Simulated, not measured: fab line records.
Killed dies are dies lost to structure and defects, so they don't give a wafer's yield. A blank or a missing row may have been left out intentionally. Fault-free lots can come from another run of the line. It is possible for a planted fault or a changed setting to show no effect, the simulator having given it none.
fab line records	flow n5Finfet
record lots=24	wafers=72	lastDay=17
route steps=1938 shown BEOL_M13@1674
lots with no fault: from the same line, run without faults
startH: start of the lot's first displayed wafer, in hours after the record's first day	waitH: hours from the lot's prior step to this one	" unchanged from the row above	L1.1+2: a row that stands for several wafers	- either no value or no given start	* or withheld: withheld	< > ~ a bound
route shown NAME@n: NAME is a module with steps in the file, n the number in the route of the first one	usual: mean and standard deviation over wafers with no fault	same: alike in all rows	chamber/n: place in a boat	sites: the reading at each site	_std_site: standard deviation across them	_edge_site: mean of outer sites minus mean of inner sites	radiusMm: for every site, how far away it sits from the centre of the wafer	mask NAME#n: copy n	behind: tool/chamber where the wafer was last shaped	hold: cause of the lot's hold/its duration in hours/its outcome	device: transistor that didn't switch, given as n, p or np	end of line: the route-end tests of the same wafers	a step with no rows: only its recipe	killed: dies that structure and defects cost at the first sort, which is not the same as the wafer's yield	map: a wafer's dies, x killed, . not, _ none there
set.NAME: the setting as run; set.NAME@STEP: as run at that earlier step	model.NAME: the simulator's own value behind a step, which no gauge read
route steps across a sampled set of lots; one table per step, one row per wafer
services: the hour from which a tool's chamber was out of use, counted from the record's first day as startH (under 0 if before that day), plus the number of hours and why
## steps
# step N5_BEOL_M13_VIA_ETCH_16
# recipe chemistry=C4F8/O2/Ar	target=SiOC	pressureMtorr=30	sourceW=3000	biasW=700	Ar_flow_sccm=400	C4F8_flow_sccm=15	O2_flow_sccm=8	heInnerTorr=15	heOuterTorr=30	targetDepthA=9217	timeS=withheld	ionEnergyEv=250	ends=cleared
# usual drypumpMotorCurrentA=5.9/0.55	mfcArSccm=400.1/1.3	oesProductAu=0.69/0.058	rfVppV=665/3.2	showerheadPlenumPTorr=3.40/0.12	throttleValvePct=24.12/0.24
lot.wafer	tool	chamber	startH	waitH	drypumpMotorCurrentA	mfcArSccm	oesProductAu	rfVppV	showerheadPlenumPTorr	throttleValvePct
L075.2	rieDiel-04	3	246.50	0.0	6.6	400.0	0.71	663	3.27	23.85
L075.5	"	2	"	"	5.7	400.5	0.64	663	3.26	23.93
L075.6	"	1	"	"	5.0	400.1	0.75	667	3.48	24.23
L076.3	rieDiel-04	2	247.04	0.0	5.7	401.6	0.65	661	3.26	23.96
L076.4	"	1	"	"	5.0	403.5	0.76	667	3.48	24.24
L076.6	"	3	"	"	6.6	398.6	0.71	660	3.27	23.87
L077.2	rieDiel-01	0	247.58	0.0	5.1	397.6	0.77	662	3.30	23.74
L077.4	"	2	"	"	6.8	400.0	0.69	661	3.27	23.66
L077.6	"	3	"	"	6.3	398.7	0.65	663	3.37	23.81
L074.1	rieDiel-02	1	259.92	0.0	5.4	401.4	0.66	665	3.40	24.12
L074.3	"	2	"	"	6.2	401.5	0.77	672	3.61	24.06
L074.5	"	3	"	"	6.0	401.7	0.63	664	3.38	24.52
L079.1	rieDiel-01	3	265.53	0.0	6.3	399.2	0.65	664	3.36	23.80
L079.3	"	2	"	"	6.8	401.0	0.69	662	3.27	23.67
L079.5	"	0	"	"	5.1	401.5	0.76	665	3.30	23.77
L078.4	rieDiel-04	2	267.19	0.0	5.7	403.2	0.65	661	3.25	23.95
L078.5	"	2	"	"	5.8	400.5	0.65	662	3.25	23.97
L078.6	"	1	"	"	5.0	399.6	0.75	667	3.47	24.24
L080.2	rieDiel-04	1	271.98	0.0	5.0	399.8	0.75	669	3.47	24.24
L080.3	"	2	"	"	5.7	400.7	0.65	662	3.25	23.99
L080.6	"	2	"	"	5.7	400.5	0.64	662	3.25	23.96
L081.1	rieDiel-04	1	275.72	0.0	5.0	400.2	0.74	666	3.47	24.25
L081.4	"	0	"	"	6.1	401.5	0.64	669	3.52	24.31
L081.5	"	2	"	"	5.7	400.1	0.64	659	3.25	23.95
L082.2	rieDiel-01	0	281.44	0.0	5.1	400.1	0.75	664	3.30	23.75
L082.4	"	3	"	"	6.2	400.0	0.64	665	3.36	23.80
L082.5	"	1	"	"	6.4	400.0	0.75	666	3.48	24.56
L083.1	rieDiel-04	3	297.23	0.0	6.7	399.5	0.70	661	3.26	23.88
L083.3	"	1	"	"	5.0	398.3	0.74	668	3.47	24.26
L083.4	"	0	"	"	6.1	401.0	0.63	669	3.52	24.33
L084.1	rieDiel-04	1	300.73	0.0	5.0	400.9	0.73	667	3.47	24.27
L084.2	"	0	"	"	6.1	399.9	0.63	667	3.52	24.32
L084.4	"	3	"	"	6.7	399.9	0.70	661	3.26	23.88
L086.2	rieDiel-04	2	310.87	0.0	5.7	400.9	0.63	662	3.25	23.97
L086.4	"	0	"	"	6.0	400.2	0.63	668	3.52	24.36
L086.5	"	3	"	"	6.7	399.3	0.69	661	3.26	23.88
L085.2	rieDiel-02	2	310.98	0.0	6.2	401.3	0.76	672	3.60	24.06
L085.3	"	3	"	"	6.0	398.7	0.62	664	3.37	24.54
L085.6	"	2	"	"	6.2	400.6	0.75	671	3.60	24.08
L087.1	rieDiel-02	0	320.72	0.0	5.6	399.5	0.80	667	3.47	24.19
L087.5	"	3	"	"	6.0	400.5	0.61	664	3.37	24.55
L087.6	"	0	"	"	5.6	401.2	0.80	668	3.47	24.17
L088.4	rieDiel-04	0	325.21	0.0	6.1	397.9	0.63	669	3.51	24.34
L088.5	"	3	"	"	6.6	398.2	0.69	662	3.26	23.91
L088.6	"	2	"	"	5.7	400.8	0.63	660	3.24	23.98
L089.2	rieDiel-04	2	326.02	0.0	5.7	399.6	0.63	660	3.24	23.99
L089.5	"	1	"	"	5.0	400.5	0.73	666	3.46	24.27
L089.6	"	0	"	"	6.1	398.5	0.62	669	3.51	24.33
L091.2	rieDiel-04	2	332.27	0.0	5.7	398.6	0.63	659	3.24	23.98
L091.5	"	0	"	"	6.1	399.9	0.62	668	3.51	24.34
L091.6	"	3	"	"	6.7	400.8	0.69	661	3.25	23.88
L090.2	rieDiel-02	0	344.34	0.0	5.5	399.6	0.78	667	3.46	24.18
L090.3	"	2	"	"	6.2	400.4	0.75	670	3.59	24.09
L090.5	"	3	"	"	6.0	400.5	0.62	665	3.37	24.58
L092.2	rieDiel-02	3	344.77	0.0	6.0	398.1	0.61	665	3.37	24.57
L092.4	"	0	"	"	5.6	400.4	0.78	668	3.46	24.19
L092.5	"	1	"	"	5.4	399.8	0.65	666	3.39	24.15
L094.2	rieDiel-02	3	348.54	0.0	6.0	398.3	0.61	665	3.37	24.57
L094.3	"	1	"	"	5.4	399.6	0.64	666	3.39	24.16
L094.5	"	0	"	"	5.5	401.0	0.78	667	3.46	24.20
L093.2	rieDiel-04	1	357.88	0.0	5.0	399.9	0.71	665	3.46	24.29
L093.3	"	0	"	"	6.1	400.0	0.62	669	3.51	24.35
L093.6	"	1	"	"	5.0	401.2	0.71	667	3.46	24.30
L095.2	rieDiel-04	0	358.31	0.0	6.1	401.3	0.61	668	3.51	24.36
L095.4	"	1	"	"	5.1	400.1	0.72	665	3.46	24.29
L095.5	"	3	"	"	6.7	398.3	0.68	661	3.25	23.92
L097.3	rieDiel-02	2	374.72	0.0	6.2	403.0	0.73	671	3.59	24.09
L097.4	"	1	"	"	5.4	400.9	0.63	664	3.38	24.17
L097.6	"	3	"	"	6.0	399.3	0.61	665	3.36	24.57
L096.1	rieDiel-02	3	375.02	0.0	6.0	401.8	0.60	664	3.36	24.60
L096.4	"	2	"	"	6.2	401.2	0.74	670	3.59	24.09
L096.6	"	2	"	"	6.2	399.4	0.73	670	3.59	24.10
# step N5_BEOL_M13_CD_MEAS_17
# recipe targetCdNm=190	polarity=opening
# usual cdNm=190.3/2.1
lot.wafer	tool	chamber	startH	waitH	cdNm
L075.2	cdSem-02	-	246.94	0.0	190.2
L075.5	"	-	"	"	192.5
L075.6	"	-	"	"	190.7
L076.3	cdSem-03	-	247.49	0.0	191.2
L076.4	"	-	"	"	190.8
L076.6	"	-	"	"	188.8
L077.2	cdSem-03	-	248.02	0.0	189.2
L077.4	"	-	"	"	189.5
L077.6	"	-	"	"	189.7
L074.1	cdSem-01	-	260.37	0.0	190.7
L074.3	"	-	"	"	187.5
L074.5	"	-	"	"	192.1
L079.1	cdSem-02	-	265.97	0.0	190.1
L079.3	"	-	"	"	189.1
L079.5	"	-	"	"	189.2
L078.4	cdSem-01	-	267.64	0.0	192.7
L078.5	"	-	"	"	192.1
L078.6	"	-	"	"	192.2
L080.2	cdSem-01	-	272.43	0.0	192.7
L080.3	"	-	"	"	193.4
L080.6	"	-	"	"	194.6
L081.1	cdSem-03	-	276.16	0.0	191.9
L081.4	"	-	"	"	189.6
L081.5	"	-	"	"	192.3
L082.2	cdSem-01	-	281.89	0.0	189.9
L082.4	"	-	"	"	189.3
L082.5	"	-	"	"	189.6
L083.1	cdSem-02	-	297.72	0.0	185.5
L083.3	"	-	"	"	190.1
L083.4	"	-	"	"	187.3
L084.1	cdSem-01	-	301.18	0.0	190.8
L084.2	"	-	"	"	188.4
L084.4	"	-	"	"	188.0
L086.2	cdSem-01	-	311.32	0.0	190.7
L086.4	"	-	"	"	186.3
L086.5	"	-	"	"	186.6
L085.2	cdSem-02	-	311.43	0.0	187.3
L085.3	"	-	"	"	188.7
L085.6	"	-	"	"	187.1
L087.1	cdSem-01	-	321.18	0.0	189.8
L087.5	"	-	"	"	191.2
L087.6	"	-	"	"	191.5
L088.4	cdSem-02	-	325.65	0.0	189.5
L088.5	"	-	"	"	190.2
L088.6	"	-	"	"	195.4
L089.2	cdSem-01	-	326.47	0.0	190.4
L089.5	"	-	"	"	191.3
L089.6	"	-	"	"	188.4
L091.2	cdSem-01	-	332.72	0.0	193.2
L091.5	"	-	"	"	191.2
L091.6	"	-	"	"	189.6
L090.2	cdSem-02	-	344.79	0.0	190.7
L090.3	"	-	"	"	190.4
L090.5	"	-	"	"	191.3
L092.2	cdSem-02	-	345.22	0.0	189.9
L092.4	"	-	"	"	187.2
L092.5	"	-	"	"	188.4
L094.2	cdSem-03	-	348.99	0.0	191.2
L094.3	"	-	"	"	193.9
L094.5	"	-	"	"	193.9
L093.2	cdSem-03	-	358.33	0.0	191.9
L093.3	"	-	"	"	186.6
L093.6	"	-	"	"	194.0
L095.2	cdSem-01	-	358.76	0.0	188.6
L095.4	"	-	"	"	190.2
L095.5	"	-	"	"	187.3
L097.3	cdSem-01	-	375.17	0.0	191.5
L097.4	"	-	"	"	192.4
L097.6	"	-	"	"	190.4
L096.1	cdSem-03	-	375.50	0.0	189.6
L096.4	"	-	"	"	190.3
L096.6	"	-	"	"	191.6
# step N5_BEOL_M13_ETCH_68
# recipe chemistry=N2/H2	target=SOC	maskMaterial=SiARC	sourceW=3000	biasW=350	tempC=40	timeS=355	ionEnergyEv=200	pressureMtorr=30	n2FlowSccm=200	h2FlowSccm=200
# usual drypumpMotorCurrentA=5.9/0.53	oesProductAu=0.77/0.069	rfVppV=523.9/2.5	showerheadPlenumPTorr=2.54/0.084	throttleValvePct=17.78/0.23
lot.wafer	tool	chamber	startH	waitH	drypumpMotorCurrentA	oesProductAu	rfHoursCounterH	rfVppV	showerheadPlenumPTorr	throttleValvePct
L075.2	rieDiel-04	1	247.84	0.1	5.0	0.84	52	523.5	2.61	17.89
L075.5	"	3	"	"	6.6	0.78	-	520.8	2.43	17.53
L075.6	"	0	"	"	6.1	0.71	-	526.8	2.64	18.06
L076.3	rieDiel-01	0	248.21	0.1	5.1	0.85	58	521.9	2.47	17.52
L076.4	"	2	"	"	6.8	0.77	-	521.2	2.46	17.58
L076.6	"	3	"	"	6.3	0.72	-	524.1	2.49	17.34
L077.2	rieDiel-02	2	248.75	0.1	6.2	0.87	39	528.1	2.68	17.50
L077.4	"	0	"	"	5.6	0.91	19	526.1	2.63	17.90
L077.6	"	2	"	"	6.2	0.86	-	528.4	2.68	17.51
L074.1	rieDiel-02	3	261.12	0.1	6.0	0.69	203	522.7	2.51	18.10
L074.3	"	0	"	"	5.6	0.90	22	526.3	2.62	17.91
L074.5	"	2	"	"	6.2	0.85	-	527.8	2.68	17.52
L079.1	rieDiel-02	2	266.70	0.1	6.2	0.85	45	528.7	2.68	17.51
L079.3	"	3	"	"	6.0	0.70	205	524.4	2.50	18.12
L079.5	"	2	"	"	6.2	0.85	-	526.9	2.68	17.51
L078.4	rieDiel-04	1	268.36	0.1	5.0	0.83	58	526.7	2.61	17.95
L078.5	"	0	"	"	6.1	0.71	-	525.6	2.64	18.07
L078.6	"	1	"	"	5.0	0.84	-	526.3	2.61	17.92
L080.2	rieDiel-01	1	273.15	0.1	6.3	0.85	72	524.9	2.56	17.82
L080.3	"	2	"	"	6.8	0.76	150	521.7	2.46	17.61
L080.6	"	0	"	"	5.1	0.84	-	522.5	2.47	17.55
L081.1	rieDiel-04	0	276.86	0.1	6.1	0.70	203	526.6	2.64	18.06
L081.4	"	3	"	"	6.6	0.78	161	520.8	2.42	17.53
L081.5	"	0	"	"	6.2	0.70	-	524.7	2.64	18.08
L082.2	rieDiel-04	3	283.68	0.1	6.7	0.77	165	520.7	2.42	17.56
L082.4	"	1	"	"	5.0	0.83	-	524.3	2.60	17.95
L082.5	"	2	"	"	5.7	0.71	-	520.9	2.42	17.67
L083.1	rieDiel-02	2	298.32	0.1	6.2	0.85	51	528.2	2.68	17.52
L083.3	"	0	"	"	5.6	0.90	27	525.0	2.62	17.93
L083.4	"	3	"	"	6.0	0.68	211	521.6	2.50	18.10
L084.1	rieDiel-01	0	301.77	0.1	5.1	0.83	76	522.2	2.47	17.55
L084.2	"	3	"	"	6.3	0.71	218	523.8	2.49	17.36
L084.4	"	2	"	"	6.8	0.74	160	521.2	2.46	17.61
L086.2	rieDiel-01	0	312.02	0.1	5.1	0.83	79	521.5	2.46	17.56
L086.4	"	3	"	"	6.3	0.71	221	522.3	2.49	17.36
L086.5	"	2	"	"	6.8	0.75	-	519.0	2.46	17.62
L085.2	rieDiel-02	0	312.50	0.1	5.6	0.89	32	525.1	2.62	17.92
L085.3	"	2	"	"	6.2	0.83	56	528.3	2.67	17.54
L085.6	"	0	"	"	5.6	0.90	-	525.4	2.62	17.93
L087.1	rieDiel-02	1	321.80	0.1	5.4	0.72	201	522.5	2.53	17.78
L087.5	"	1	"	"	5.4	0.72	-	523.7	2.53	17.76
L087.6	"	0	"	"	5.6	0.88	-	525.4	2.62	17.93
L088.4	rieDiel-02	1	326.37	0.1	5.4	0.72	203	522.9	2.53	17.77
L088.5	"	3	"	"	6.0	0.68	-	524.0	2.50	18.12
L088.6	"	2	"	"	6.2	0.83	-	527.7	2.67	17.54
L089.2	rieDiel-02	0	327.07	0.1	5.6	0.87	37	525.9	2.62	17.93
L089.5	"	0	"	"	5.6	0.87	-	526.1	2.62	17.95
L089.6	"	3	"	"	6.0	0.67	-	524.3	2.50	18.11
L091.2	rieDiel-04	2	333.32	0.1	5.7	0.69	214	520.3	2.42	17.70
L091.5	"	1	"	"	5.0	0.80	-	524.4	2.60	17.96
L091.6	"	0	"	"	6.1	0.69	-	526.9	2.63	18.10
L090.2	rieDiel-04	1	345.51	0.1	5.0	0.80	85	524.0	2.59	17.97
L090.3	"	3	"	"	6.7	0.76	189	521.4	2.41	17.59
L090.5	"	3	"	"	6.7	0.76	-	521.2	2.41	17.59
L092.2	rieDiel-02	3	345.94	0.1	6.0	0.68	226	523.2	2.50	18.12
L092.4	"	0	"	"	5.6	0.86	44	525.2	2.61	17.94
L092.5	"	0	"	"	5.6	0.86	-	525.1	2.61	17.95
L094.2	rieDiel-04	0	349.71	0.1	6.2	0.69	227	525.4	2.63	18.11
L094.3	"	1	"	"	5.0	0.78	87	525.1	2.59	17.98
L094.5	"	2	"	"	5.7	0.70	-	520.0	2.42	17.70
L093.2	rieDiel-02	1	358.92	0.1	5.3	0.71	214	524.0	2.52	17.79
L093.3	"	2	"	"	6.2	0.81	70	529.8	2.67	17.56
L093.6	"	0	"	"	5.6	0.84	-	525.7	2.61	17.95
L095.2	rieDiel-01	3	359.48	0.1	6.2	0.69	234	522.2	2.48	17.38
L095.4	"	0	"	"	5.1	0.82	93	522.2	2.46	17.59
L095.5	"	3	"	"	6.3	0.69	-	522.7	2.48	17.40
L097.3	rieDiel-02	0	375.88	0.1	5.6	0.85	51	526.6	2.61	17.96
L097.4	"	1	"	"	5.3	0.71	221	521.1	2.52	17.81
L097.6	"	0	"	"	5.6	0.85	-	525.8	2.61	17.97
L096.1	rieDiel-04	2	376.22	0.1	5.7	0.69	224	519.3	2.41	17.72
L096.4	"	0	"	"	6.1	0.68	234	526.3	2.62	18.12
L096.6	"	2	"	"	5.7	0.69	-	520.6	2.41	17.72
# step N5_BEOL_M13_DEGAS_41
# recipe ambient=vacuum	tempC=250	timeS=60
# usual heaterPowerW=326/32
lot.wafer	tool	chamber	startH	waitH	heaterPowerW
L075.2	pvdSputter-03	-	249.83	0.8	334
L075.5	"	-	"	"	331
L075.6	"	-	"	"	341
L077.2	pvdSputter-03	-	251.13	0.7	364
L077.4	"	-	"	"	328
L077.6	"	-	"	"	339
L076.3	pvdSputter-01	-	254.00	0.2	356
L076.4	"	-	"	"	345
L076.6	"	-	"	"	352
L074.1	pvdSputter-02	-	263.03	0.7	340
L074.3	"	-	"	"	309
L074.5	"	-	"	"	309
L079.1	pvdSputter-03	-	267.86	0.4	334
L079.3	"	-	"	"	342
L079.5	"	-	"	"	338
L078.4	pvdSputter-03	-	271.06	0.9	266
L078.5	"	-	"	"	357
L078.6	"	-	"	"	261
L080.2	pvdSputter-02	-	274.32	0.5	348
L080.3	"	-	"	"	310
L080.6	"	-	"	"	311
L081.1	pvdSputter-02	-	278.30	0.4	309
L081.4	"	-	"	"	337
L081.5	"	-	"	"	301
L082.2	pvdSputter-03	-	286.33	0.3	360
L082.4	"	-	"	"	266
L082.5	"	-	"	"	330
L083.1	pvdSputter-02	-	301.76	0.1	338
L083.3	"	-	"	"	364
L083.4	"	-	"	"	308
L084.1	pvdSputter-01	-	303.12	0.5	272
L084.2	"	-	"	"	327
L084.4	"	-	"	"	352
L086.2	pvdSputter-01	-	315.75	0.5	331
L086.4	"	-	"	"	325
L086.5	"	-	"	"	267
L085.2	pvdSputter-01	-	316.25	0.7	270
L085.3	"	-	"	"	359
L085.6	"	-	"	"	330
L087.1	pvdSputter-01	-	323.62	1.1	353
L087.5	"	-	"	"	271
L087.6	"	-	"	"	345
L089.2	pvdSputter-02	-	328.97	0.5	342
L089.5	"	-	"	"	334
L089.6	"	-	"	"	369
L088.4	pvdSputter-03	-	331.16	0.8	266
L088.5	"	-	"	"	344
L088.6	"	-	"	"	338
L091.2	pvdSputter-01	-	334.76	0.2	337
L091.5	"	-	"	"	337
L091.6	"	-	"	"	354
L090.2	pvdSputter-01	-	347.23	0.0	337
L090.3	"	-	"	"	357
L090.5	"	-	"	"	270
L092.2	pvdSputter-01	-	348.02	0.1	344
L092.4	"	-	"	"	357
L092.5	"	-	"	"	332
L094.2	pvdSputter-01	-	353.49	0.4	338
L094.3	"	-	"	"	340
L094.5	"	-	"	"	340
L093.2	pvdSputter-02	-	359.95	0.3	347
L093.3	"	-	"	"	310
L093.6	"	-	"	"	312
L095.2	pvdSputter-03	-	362.11	0.5	342
L095.4	"	-	"	"	264
L095.5	"	-	"	"	265
L097.3	pvdSputter-01	-	378.77	0.2	348
L097.4	"	-	"	"	331
L097.6	"	-	"	"	268
L096.1	pvdSputter-03	-	378.86	0.1	338
L096.4	"	-	"	"	345
L096.6	"	-	"	"	344
# step N5_BEOL_M13_ANNEAL_48
# recipe tempC=225	timeS=90	ambient=N2
# usual annealTempC=225.01/0.16	wafer_temp_C_max=226.0/0.41
lot.wafer	tool	chamber	startH	waitH	annealTempC	wafer_temp_C_max
L075.2	rtpAnneal-01	0	250.51	0.3	224.88	226.3
L075.5	"	0	"	"	224.91	226.2
L075.6	"	0	"	"	224.79	226.7
L077.2	rtpAnneal-01	0	251.69	0.2	224.50	226.1
L077.4	"	0	"	"	224.87	226.1
L077.6	"	0	"	"	225.23	226.0
L076.3	rtpAnneal-02	0	254.61	0.2	225.11	225.6
L076.4	"	0	"	"	225.14	225.8
L076.6	"	0	"	"	225.01	225.5
L074.1	rtpAnneal-01	0	263.74	0.3	225.25	226.4
L074.3	"	0	"	"	225.00	226.5
L074.5	"	0	"	"	225.13	226.3
L079.1	rtpAnneal-02	0	269.04	0.8	225.24	225.6
L079.3	"	0	"	"	225.05	225.5
L079.5	"	0	"	"	225.09	225.4
L078.4	rtpAnneal-01	0	271.71	0.2	225.04	226.5
L078.5	"	0	"	"	224.90	226.5
L078.6	"	0	"	"	225.10	226.3
L080.2	rtpAnneal-02	0	275.67	0.9	225.25	225.6
L080.3	"	0	"	"	225.03	225.8
L080.6	"	0	"	"	225.01	225.9
L081.1	rtpAnneal-01	0	278.90	0.2	225.03	226.0
L081.4	"	0	"	"	224.85	226.0
L081.5	"	0	"	"	225.02	226.2
L082.2	rtpAnneal-02	0	286.89	0.2	225.04	225.3
L082.4	"	0	"	"	225.14	225.4
L082.5	"	0	"	"	224.96	225.3
L083.1	rtpAnneal-02	0	302.28	0.1	224.91	225.5
L083.3	"	0	"	"	224.98	225.5
L083.4	"	0	"	"	224.70	225.7
L084.1	rtpAnneal-01	0	304.59	1.1	224.86	225.8
L084.2	"	0	"	"	225.07	226.0
L084.4	"	0	"	"	225.02	226.0
L086.2	rtpAnneal-02	0	316.31	0.2	225.07	225.3
L086.4	"	0	"	"	225.05	225.3
L086.5	"	0	"	"	225.29	225.7
L085.2	rtpAnneal-02	0	316.81	0.2	225.01	225.7
L085.3	"	0	"	"	225.13	225.9
L085.6	"	0	"	"	225.09	225.9
L087.1	rtpAnneal-01	0	324.32	0.3	224.70	225.9
L087.5	"	0	"	"	224.59	226.2
L087.6	"	0	"	"	224.95	226.7
L089.2	rtpAnneal-01	0	329.57	0.2	225.27	226.9
L089.5	"	0	"	"	225.00	225.8
L089.6	"	0	"	"	225.27	226.4
L088.4	rtpAnneal-02	0	331.82	0.2	225.10	225.7
L088.5	"	0	"	"	224.94	225.6
L088.6	"	0	"	"	225.00	225.4
L091.2	rtpAnneal-02	0	335.32	0.2	225.16	225.8
L091.5	"	0	"	"	224.94	225.9
L091.6	"	0	"	"	224.83	225.6
L090.2	rtpAnneal-01	0	347.80	0.2	224.85	226.0
L090.3	"	0	"	"	224.58	225.9
L090.5	"	0	"	"	224.83	226.7
L092.2	rtpAnneal-01	0	348.59	0.2	224.95	226.3
L092.4	"	0	"	"	225.07	226.1
L092.5	"	0	"	"	225.09	226.3
L094.2	rtpAnneal-01	0	354.05	0.2	225.06	226.9
L094.3	"	0	"	"	225.21	226.5
L094.5	"	0	"	"	225.27	226.6
L093.2	rtpAnneal-01	0	360.51	0.2	225.02	226.2
L093.3	"	0	"	"	224.93	225.9
L093.6	"	0	"	"	225.12	225.8
L095.2	rtpAnneal-01	0	362.68	0.2	224.90	226.2
L095.4	"	0	"	"	224.68	225.9
L095.5	"	0	"	"	224.78	226.3
L097.3	rtpAnneal-01	0	379.54	0.3	224.99	226.8
L097.4	"	0	"	"	224.91	226.3
L097.6	"	0	"	"	225.06	226.1
L096.1	rtpAnneal-01	0	379.72	0.5	225.24	226.4
L096.4	"	0	"	"	225.23	226.3
L096.6	"	0	"	"	225.08	226.2
# step N5_BEOL_M13_RS_MEAS_54
# recipe thkMeasGauge=four-point-probe	reads=Cu_of_BEOL_M13_ECD_47+Ta_of_BEOL_M13_SPUTTER_44+TaN_of_BEOL_M13_SPUTTER_43
# usual M13_RS=0.0454/0.0011
lot.wafer	tool	chamber	startH	waitH	M13_RS[ohm/sq]
L075.2	filmMetro-01	-	251.19	0.1	0.0455
L075.5	"	-	"	"	0.0445
L075.6	"	-	"	"	0.0464
L077.2	filmMetro-02	-	252.41	0.1	0.0440
L077.4	"	-	"	"	0.0458
L077.6	"	-	"	"	0.0437
L076.3	filmMetro-01	-	255.29	0.1	0.0439
L076.4	"	-	"	"	0.0445
L076.6	"	-	"	"	0.0461
L074.1	filmMetro-01	-	264.50	0.1	0.0464
L074.3	"	-	"	"	0.0455
L074.5	"	-	"	"	0.0441
L079.1	filmMetro-02	-	269.76	0.0	0.0441
L079.3	"	-	"	"	0.0459
L079.5	"	-	"	"	0.0443
L078.4	filmMetro-01	-	272.43	0.0	0.0450
L078.5	"	-	"	"	0.0460
L078.6	"	-	"	"	0.0453
L080.2	filmMetro-02	-	276.35	0.1	0.0461
L080.3	"	-	"	"	0.0449
L080.6	"	-	"	"	0.0442
L081.1	filmMetro-02	-	279.62	0.0	0.0473
L081.4	"	-	"	"	0.0442
L081.5	"	-	"	"	0.0469
L082.2	filmMetro-02	-	287.57	0.1	0.0445
L082.4	"	-	"	"	0.0453
L082.5	"	-	"	"	0.0464
L083.1	filmMetro-01	-	303.00	0.0	0.0437
L083.3	"	-	"	"	0.0449
L083.4	"	-	"	"	0.0461
L084.1	filmMetro-02	-	305.33	0.0	0.0438
L084.2	"	-	"	"	0.0464
L084.4	"	-	"	"	0.0443
L086.2	filmMetro-01	-	317.14	0.1	0.0436
L086.4	"	-	"	"	0.0463
L086.5	"	-	"	"	0.0443
L085.2	filmMetro-02	-	317.49	0.1	0.0451
L085.3	"	-	"	"	0.0439
L085.6	"	-	"	"	0.0451
L087.1	filmMetro-01	-	325.04	0.0	0.0456
L087.5	"	-	"	"	0.0462
L087.6	"	-	"	"	0.0456
L089.2	filmMetro-02	-	330.26	0.1	0.0454
L089.5	"	-	"	"	0.0457
L089.6	"	-	"	"	0.0462
L088.4	filmMetro-02	-	332.41	0.0	0.0451
L088.5	"	-	"	"	0.0462
L088.6	"	-	"	"	0.0438
L091.2	filmMetro-02	-	336.15	0.1	0.0467
L091.5	"	-	"	"	0.0457
L091.6	"	-	"	"	0.0471
L090.2	filmMetro-01	-	348.47	0.1	0.0453
L090.3	"	-	"	"	0.0435
L090.5	"	-	"	"	0.0439
L092.2	filmMetro-02	-	349.27	0.1	0.0450
L092.4	"	-	"	"	0.0452
L092.5	"	-	"	"	0.0447
L094.2	filmMetro-02	-	354.73	0.1	0.0474
L094.3	"	-	"	"	0.0467
L094.5	"	-	"	"	0.0457
L093.2	filmMetro-02	-	361.19	0.1	0.0454
L093.3	"	-	"	"	0.0447
L093.6	"	-	"	"	0.0470
L095.2	filmMetro-01	-	363.35	0.1	0.0471
L095.4	"	-	"	"	0.0437
L095.5	"	-	"	"	0.0471
L097.3	filmMetro-01	-	380.18	0.1	0.0457
L097.4	"	-	"	"	0.0450
L097.6	"	-	"	"	0.0463
L096.1	filmMetro-02	-	380.44	0.0	0.0464
L096.4	"	-	"	"	0.0472
L096.6	"	-	"	"	0.0464
## services
tool	chamber	startH	hours	kind
rieDiel-02	0	264.59	16.2	repair
rieDiel-02	-	271.50	14.6	pm
pvdSputter-02	-	303.66	4.3	repair
rieDiel-04	1	310.45	4.1	repair
pvdSputter-03	-	332.51	3.0	repair
pvdSputter-02	-	342.91	6.3	repair
rieDiel-04	0	360.64	2.0	repair
rieDiel-02	0	361.79	5.2	repair
rieDiel-04	-	377.92	2.8	pm
## key
fault none
